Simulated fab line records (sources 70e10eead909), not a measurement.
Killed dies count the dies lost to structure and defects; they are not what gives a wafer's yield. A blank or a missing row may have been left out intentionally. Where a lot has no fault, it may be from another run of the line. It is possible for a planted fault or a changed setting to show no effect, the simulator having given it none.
fab line records	flow nand-harc
record lots=12	wafers=36	last-day=33
route steps=1302 shown A_CONTACT@1047 END@1302
lots untouched by any fault: they come from a run of this same line in which no faults occurred
start-h: hours from the record's opening day to when the first of the lot's shown wafers began	wait-h: time in hours since the lot's previous step	" the same as in the row above	L1.1+2: a single row standing in for several wafers	- no value, or no start given	* or withheld: withheld	< > ~ a bound
route shown NAME@n: NAME is a module with steps in the file, n the number in the route of the first one	usual: mean and standard deviation over wafers with no fault	same: alike in all rows	chamber/n: place in a boat	sites: per-site readings	_std_site: standard deviation across them	_edge_site: the outer-site mean with the inner-site mean subtracted	radius-mm: how far each site lies from the wafer's centre	mask NAME#n: copy n	behind: the tool/chamber that last shaped the wafer	hold: the reason the lot was held/the length of the hold in hours/how it ended	device: names the non-switching transistor (n, p or np)	end of line: the tests these same wafers got at the end of their route	where a step has no rows: the recipe by itself	killed: dies that structure and defects cost at the first sort, which is not the same as the wafer's yield	map: a wafer's dies, marking killed ones x, the rest . and places with no die _
set.NAME: setting as actually run; set.NAME@STEP: the setting as run at that earlier step	model.NAME: the simulator's own value behind a step, which no gauge read
the route's steps for a sample of lots (tables are steps, rows are wafers)
services: when a tool's chamber went out of use (start-h, in hours from the record's first day, below 0 if earlier), for how many hours, and the reason
## steps
# step NHARC_A_CONTACT_ETCH_124
# recipe source-w=withheld	pressure-mtorr=20	bias-v=withheld	time-s=140	target-depth-a=7000	ar-flow-sccm=withheld	c4f8-flow-sccm=withheld	o2-flow-sccm=withheld	chemistry=C4F8/O2/Ar
lot.wafer	tool	chamber	start-h	wait-h	rf-hours-counter-h
L107.2	har-cap-etch-01	1	515.35	-	0
L107.3	"	0	"	"	-
L107.6	"	0	"	"	-
L109.1	har-cap-etch-02	1	522.54	-	86
L109.3	"	1	"	"	-
L109.6	"	1	"	"	-
L111.4	har-cap-etch-02	1	568.12	-	-
L111.3	"	0	"	"	-
L111.6	"	1	"	"	-
L112.2	har-cap-etch-02	1	580.56	-	95
L112.1	"	0	"	"	95
L112.3	"	0	"	"	-
L113.2	har-cap-etch-03	1	583.63	-	55
L113.3	"	1	"	"	-
L113.6	"	0	"	"	-
L114.2	har-cap-etch-02	0	602.08	-	100
L114.4	"	0	"	"	-
L114.3	"	1	"	"	-
L117.1	har-cap-etch-02	0	610.78	-	102
L117.4	"	0	"	"	-
L117.3	"	1	"	"	-
L119.2	har-cap-etch-02	0	622.61	-	105
L119.4	"	1	"	"	-
L119.5	"	1	"	"	-
L121.2	har-cap-etch-01	1	645.11	-	26
L121.5	"	0	"	"	-
L121.6	"	1	"	"	-
L126.2	har-cap-etch-01	0	700.03	-	33
L126.3	"	1	"	"	-
L126.6	"	0	"	"	-
L127.1	har-cap-etch-02	0	724.99	-	122
L127.2	"	1	"	"	122
L127.4	"	1	"	"	-
L129.1	har-cap-etch-02	1	735.33	-	124
L129.2	"	0	"	"	124
L129.5	"	0	"	"	-
# step NHARC_A_CONTACT_DESCUM_13
# recipe time-s=3	o2-flow-sccm=200	ar-flow-sccm=0	bias-power-w=0	chemistry=O2
# usual drypump-motor-current-A=5.9/0.36	oes-product-au=0.999/0.011	rf-vpp-V=57.6/0.84	showerhead-plenum-p-Torr=1.88/0.072	throttle-valve-pct=11.311/0.0095
lot.wafer	tool	chamber	start-h	wait-h	hold	drypump-motor-current-A	oes-product-au	rf-hours-counter-h	rf-vpp-V	showerhead-plenum-p-Torr	throttle-valve-pct
L107.3	rie-diel-08	3	522.74	0.1	-	5.7	0.993	22	58.1	1.94	11.302
L107.2	"	0	"	"	-	6.3	1.006	24	56.8	1.87	11.326
L107.6	"	1	"	"	-	6.0	1.013	-	58.5	1.87	11.294
L109.1	rie-diel-08	0	528.68	0.1	-	6.3	1.001	25	57.5	1.87	11.313
L109.3	"	2	"	"	-	6.0	0.999	21	57.0	1.79	11.318
L109.6	"	3	"	"	-	5.7	0.993	-	57.6	1.94	11.316
L111.3	rie-diel-08	0	576.99	0.1	-	6.3	0.996	4	57.1	1.86	11.311
L111.6	"	0	"	"	-	6.3	0.989	-	56.4	1.86	11.301
L111.4	"	2	"	"	-	6.1	1.009	-	57.5	1.79	11.290
L112.2	rie-diel-02	1	586.79	0.1	-	6.4	1.006	2	57.6	2.06	11.301
L112.1	"	2	"	"	-	5.4	1.002	2	57.4	1.90	11.321
L112.3	"	3	"	"	-	4.7	1.009	1	57.9	1.91	11.323
L113.2	rie-diel-08	0	591.87	0.1	-	6.3	0.985	6	58.0	1.86	11.314
L113.3	"	2	"	"	-	6.1	1.006	5	57.5	1.79	11.301
L113.6	"	0	"	"	-	6.3	0.995	-	56.3	1.86	11.305
L114.4	rie-diel-08	3	611.89	0.1	-	5.7	1.006	9	58.6	1.94	11.315
L114.3	"	0	"	"	-	6.3	0.992	9	57.8	1.86	11.307
L114.2	"	2	"	"	-	6.1	1.018	10	57.9	1.79	11.318
L117.3	rie-diel-08	0	621.03	3.2	await-dispo/3.1h/release	6.3	0.984	10	58.2	1.86	11.309
L117.4	"	1	"	"	await-dispo/3.1h/release	6.0	0.988	8	56.7	1.86	11.308
L117.1	"	3	"	"	await-dispo/3.1h/release	5.7	0.987	10	59.4	1.94	11.304
L119.2	rie-diel-08	3	630.19	1.0	await-dispo/0.9h/release	5.7	0.984	12	58.2	1.94	11.311
L119.4	"	1	"	"	await-dispo/0.9h/release	6.0	0.997	9	57.7	1.86	11.314
L119.5	"	0	"	"	await-dispo/0.9h/release	6.3	0.999	-	57.0	1.86	11.292
L121.2	rie-diel-13	2	652.02	0.1	-	5.3	0.979	43	57.8	1.79	11.302
L121.6	"	0	"	"	-	6.0	1.030	-	57.9	1.82	11.326
L121.5	"	1	"	"	-	5.9	0.995	-	58.5	1.93	11.303
L126.2	rie-diel-08	3	706.13	0.1	-	5.7	1.003	20	57.9	1.94	11.309
L126.3	"	2	"	"	-	6.1	1.009	22	56.4	1.79	11.305
L126.6	"	0	"	"	-	6.3	0.999	-	57.0	1.86	11.307
L127.2	rie-diel-08	1	733.07	0.1	-	6.0	0.997	0	58.1	1.86	11.326
L127.1	"	3	"	"	-	5.7	0.998	0	57.3	1.93	11.316
L127.4	"	0	"	"	-	6.3	0.997	0	57.2	1.86	11.306
L129.1	rie-diel-13	1	741.44	0.1	-	5.9	1.015	11	57.3	1.92	11.296
L129.2	"	3	"	"	-	5.4	0.992	11	58.6	2.05	11.319
L129.5	"	1	"	"	-	5.9	1.010	-	57.2	1.92	11.313
# step NHARC_A_CONTACT_ETCH_135
# recipe source-w=withheld	pressure-mtorr=20	bias-v=1200	time-s=311	target-depth-a=19120	ar-flow-sccm=withheld	c4f8-flow-sccm=withheld	o2-flow-sccm=withheld	chemistry=C4F8/O2/Ar
lot.wafer	tool	chamber	start-h	wait-h	rf-hours-counter-h
L107.2	har-cap-etch-01	1	524.64	0.2	3
L107.3	"	0	"	"	-
L107.6	"	1	"	"	-
L109.1	har-cap-etch-03	1	530.06	0.2	47
L109.3	"	0	"	"	-
L109.6	"	0	"	"	-
L111.4	har-cap-etch-01	0	578.60	0.2	-
L111.3	"	1	"	"	-
L111.6	"	1	"	"	-
L112.1	har-cap-etch-02	1	588.10	0.2	97
L112.2	"	0	"	"	97
L112.3	"	0	"	"	-
L113.2	har-cap-etch-01	1	593.23	0.2	14
L113.3	"	0	"	"	-
L113.6	"	1	"	"	-
L114.2	har-cap-etch-01	0	613.26	0.2	20
L114.4	"	1	"	"	-
L114.3	"	0	"	"	-
L117.1	har-cap-etch-02	0	622.40	0.2	104
L117.4	"	1	"	"	-
L117.3	"	0	"	"	-
L119.2	har-cap-etch-01	0	631.80	0.3	22
L119.4	"	1	"	"	-
L119.5	"	0	"	"	-
L121.2	har-cap-etch-02	0	653.88	0.2	111
L121.5	"	1	"	"	-
L121.6	"	0	"	"	-
L126.2	har-cap-etch-01	0	707.44	0.2	35
L126.3	"	1	"	"	-
L126.6	"	0	"	"	-
L127.2	har-cap-etch-01	1	734.39	0.2	41
L127.1	"	0	"	"	41
L127.4	"	1	"	"	-
L129.1	har-cap-etch-02	0	745.51	0.2	126
L129.2	"	1	"	"	126
L129.5	"	1	"	"	-
# step NHARC_A_CONTACT_ETCH_137
# recipe source-w=withheld	pressure-mtorr=20	bias-v=1200	time-s=311	target-depth-a=19120	ar-flow-sccm=withheld	c4f8-flow-sccm=withheld	o2-flow-sccm=withheld	chemistry=C4F8/O2/Ar
lot.wafer	tool	chamber	start-h	wait-h	rf-hours-counter-h
L107.2	har-cap-etch-01	1	525.18	0.2	4
L107.3	"	0	"	"	-
L107.6	"	1	"	"	-
L109.1	har-cap-etch-03	1	530.60	0.2	48
L109.3	"	0	"	"	-
L109.6	"	0	"	"	-
L111.4	har-cap-etch-01	0	579.15	0.2	-
L111.3	"	1	"	"	-
L111.6	"	1	"	"	-
L112.1	har-cap-etch-02	1	588.64	0.2	98
L112.2	"	0	"	"	98
L112.3	"	0	"	"	-
L113.2	har-cap-etch-01	1	593.78	0.2	14
L113.3	"	0	"	"	-
L113.6	"	1	"	"	-
L114.2	har-cap-etch-01	0	613.81	0.2	20
L114.4	"	1	"	"	-
L114.3	"	0	"	"	-
L117.1	har-cap-etch-02	0	623.17	0.3	104
L117.4	"	1	"	"	-
L117.3	"	0	"	"	-
L119.2	har-cap-etch-01	0	632.35	0.2	23
L119.4	"	1	"	"	-
L119.5	"	0	"	"	-
L121.2	har-cap-etch-02	0	654.42	0.2	112
L121.5	"	1	"	"	-
L121.6	"	0	"	"	-
L126.2	har-cap-etch-01	0	707.99	0.2	35
L126.3	"	1	"	"	-
L126.6	"	0	"	"	-
L127.2	har-cap-etch-01	1	734.94	0.2	41
L127.1	"	0	"	"	41
L127.4	"	1	"	"	-
L129.1	har-cap-etch-02	0	746.05	0.2	126
L129.2	"	1	"	"	126
L129.5	"	1	"	"	-
# step NHARC_A_CONTACT_ETCH_138
# recipe source-w=withheld	pressure-mtorr=20	bias-v=1200	time-s=311	target-depth-a=19140	ar-flow-sccm=withheld	c4f8-flow-sccm=withheld	o2-flow-sccm=withheld	chemistry=C4F8/O2/Ar
lot.wafer	tool	chamber	start-h	wait-h	rf-hours-counter-h
L107.2	har-cap-etch-01	1	525.46	0.2	4
L107.3	"	0	"	"	-
L107.6	"	1	"	"	-
L109.1	har-cap-etch-03	1	530.87	0.2	48
L109.3	"	0	"	"	-
L109.6	"	0	"	"	-
L111.4	har-cap-etch-01	0	579.42	0.2	-
L111.3	"	1	"	"	-
L111.6	"	1	"	"	-
L112.1	har-cap-etch-02	1	588.91	0.2	98
L112.2	"	0	"	"	98
L112.3	"	0	"	"	-
L113.2	har-cap-etch-01	1	594.05	0.2	14
L113.3	"	0	"	"	-
L113.6	"	1	"	"	-
L114.2	har-cap-etch-01	0	614.08	0.2	20
L114.4	"	1	"	"	-
L114.3	"	0	"	"	-
L117.1	har-cap-etch-02	0	623.52	0.3	105
L117.4	"	1	"	"	-
L117.3	"	0	"	"	-
L119.2	har-cap-etch-01	0	632.62	0.2	23
L119.4	"	1	"	"	-
L119.5	"	0	"	"	-
L121.2	har-cap-etch-02	0	654.69	0.2	112
L121.5	"	1	"	"	-
L121.6	"	0	"	"	-
L126.2	har-cap-etch-01	0	708.26	0.2	36
L126.3	"	1	"	"	-
L126.6	"	0	"	"	-
L127.2	har-cap-etch-01	1	735.21	0.2	42
L127.1	"	0	"	"	42
L127.4	"	1	"	"	-
L129.1	har-cap-etch-02	0	746.33	0.2	127
L129.2	"	1	"	"	127
L129.5	"	1	"	"	-
# step NHARC_END_SORT_01
# recipe temp-c=25
# usual killed-at-array=46/16	killed-at-other=0.9/1.3	killed-at-periphery=4.1/3	killed-dies=51/17	killed-open=3.5/1.8	killed-short=2.5/1.8
# same gross-dies=677
lot.wafer	tool	chamber	start-h	wait-h	killed-at-array	killed-at-other	killed-at-periphery	killed-dies	killed-open	killed-short
L109.1	prober-01	0	580.01	2.5	45	0	7	52	4	0
L109.3	prober-01	0	581.62	3.1	34	2	7	43	8	3
L109.6	prober-01	0	584.03	4.0	43	2	0	45	4	1
L117.1	prober-02	0	693.27	2.5	80	0	0	80	5	0
L117.3	prober-02	0	694.85	3.1	81	0	2	83	4	4
L117.4	prober-02	0	695.64	3.4	76	1	1	78	8	1
L119.2	prober-02	0	694.73	2.8	62	0	4	66	4	0
L119.4	prober-02	0	696.34	3.4	61	1	3	65	3	4
L119.5	prober-02	0	697.14	3.7	58	0	3	61	5	4
# killed by level:class
L109.1 A_SLIT:chamber-film-flake=27 A_CHANNEL_HOLE_D2:chamber-film-flake=7 P_CONTACT:chamber-film-flake=3 A_CHANNEL_HOLE_D1:chamber-film-flake=3 A_STAIRCASE:chamber-film-flake=3 A_CONTACT:chamber-film-flake=3 P_M0:geometric-particle:open=2 P_CONTACT:geometric-particle:open=1
L109.3 A_SLIT:chamber-film-flake=13 A_CHANNEL_HOLE_D2:chamber-film-flake=6 P_CONTACT:chamber-film-flake=4 P_CONTACT:geometric-particle:open=2 A_DECK1_JOINT:geometric-particle:open=2 A_CONTACT:chamber-film-flake=2 THIN_TSV:chamber-film-flake=2 A_ONON_D1:geometric-particle:short=1
L109.6 A_SLIT:chamber-film-flake=18 A_CHANNEL_HOLE_D2:chamber-film-flake=12 A_STAIRCASE:chamber-film-flake=4 A_CHANNEL_HOLE_D1:chamber-film-flake=2 THIN_TSV:chamber-film-flake=2 A_DECK1_JOINT:geometric-particle:open=1 A_STAIRCASE:geometric-particle:open=1 A_WL_FILL:geometric-particle:short=1
L117.1 A_CONTACT:unspecified=44 A_CHANNEL_HOLE_D2:chamber-film-flake=22 A_CHANNEL_HOLE_D1:chamber-film-flake=4 A_M0:geometric-particle:open=2 A_M1:chamber-film-flake=2 A_CHANNEL_FILL_D1:geometric-particle:open=1 A_CHANNEL_FILL_D2:geometric-particle:open=1 A_CONTACT:geometric-particle:open=1
L119.2 A_CONTACT:unspecified=38 A_CHANNEL_HOLE_D1:chamber-film-flake=15 P_ZERO_WELL:chamber-film-flake=2 A_SLIT:chamber-film-flake=2 A_ONON_D1:geometric-particle:open=1 A_ONON_D2:geometric-particle:open=1 A_SGD_CUT:geometric-particle:open=1 A_CONTACT:geometric-particle:open=1
L117.3 A_CONTACT:unspecified=40 A_CHANNEL_HOLE_D2:chamber-film-flake=18 A_M1:chamber-film-flake=6 A_CONTACT:chamber-film-flake=4 A_CHANNEL_HOLE_D1:chamber-film-flake=3 A_SLIT:chamber-film-flake=3 A_ONON_D2:geometric-particle:short=2 P_GATE:geometric-particle:open=1
L117.4 A_CONTACT:unspecified=41 A_CHANNEL_HOLE_D2:chamber-film-flake=14 A_CHANNEL_HOLE_D1:chamber-film-flake=6 A_M1:chamber-film-flake=3 A_BLC:geometric-particle:open=2 A_DECK1_JOINT:chamber-film-flake=2 P_GATE:geometric-particle:open=1 A_DECK1_JOINT:geometric-particle:open=1
L119.4 A_CONTACT:unspecified=41 A_CHANNEL_HOLE_D1:chamber-film-flake=8 A_STAIRCASE:chamber-film-flake=4 P_M1:chamber-film-flake=2 A_ONON_D1:geometric-particle:short=1 A_CHANNEL_HOLE_D1:geometric-particle:open=1 A_CHANNEL_FILL_D1:geometric-particle:short=1 A_DECK1_JOINT:geometric-particle:short=1
L119.5 A_CONTACT:unspecified=39 A_CHANNEL_HOLE_D1:chamber-film-flake=7 P_M0:geometric-particle:open=2 A_CHANNEL_FILL_D2:geometric-particle:short=2 A_STAIRCASE:chamber-film-flake=2 A_SLIT:chamber-film-flake=2 P_GATE:geometric-particle:open=1 A_DECK1_JOINT:geometric-particle:short=1
## services
tool	chamber	start-h	hours	kind
har-cap-etch-01	-	497.00	17.0	pm
har-cap-etch-01	0	497.00	17.0	vent-cycle
har-cap-etch-01	1	497.00	17.0	vent-cycle
rie-diel-02	0	499.98	5.0	repair
rie-diel-08	0	500.23	-	clean
rie-diel-08	1	500.23	-	clean
rie-diel-08	2	500.23	-	clean
rie-diel-08	3	500.23	-	clean
har-cap-etch-01	0	514.00	-	clean
har-cap-etch-01	1	514.00	-	clean
rie-diel-13	-	521.23	9.0	pm
rie-diel-08	0	524.73	-	clean
rie-diel-08	1	524.73	-	clean
rie-diel-08	2	524.73	-	clean
rie-diel-08	-	544.80	9.0	pm
rie-diel-08	1	569.57	13.0	repair
rie-diel-02	-	570.85	9.0	pm
rie-diel-13	0	585.30	4.4	repair
har-cap-etch-02	-	651.24	0.8	repair
rie-diel-08	3	681.75	2.5	repair
har-cap-etch-02	-	692.09	0.7	repair
rie-diel-13	-	698.23	9.0	pm
rie-diel-13	3	717.44	7.6	repair
rie-diel-08	-	721.96	9.0	pm
## key
first-sign step=NHARC_END_SORT_01	reading=killed-at-array	direction=up	sigmas=1.4	usual=46	struck=70
more-kills-born-at NHARC_A_CONTACT_ETCH_124@har-cap-etch-02=232
met-at NHARC_A_CONTACT_ETCH_124
struck-lots L117,L119
tester-left-out L117,L119
not-acting-at NHARC_A_CONTACT_ETCH_135,NHARC_A_CONTACT_ETCH_137,NHARC_A_CONTACT_ETCH_138
onset-between 602.08 610.78
fault kind=chamber-particle-source	tool=har-cap-etch-02	chamber=-	onset-h=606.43	steps=NHARC_A_CONTACT_ETCH_124	rate-per-visit-cm2=0.46351	end-h=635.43
# tester-left-out: of these lots the tester's yield and bins aren't shown, on N5 and GAA mostly nor the transistor test; their killed dies are dies lost to structure and defects alone, not to doping, threshold or leakage, so they don't give the yield
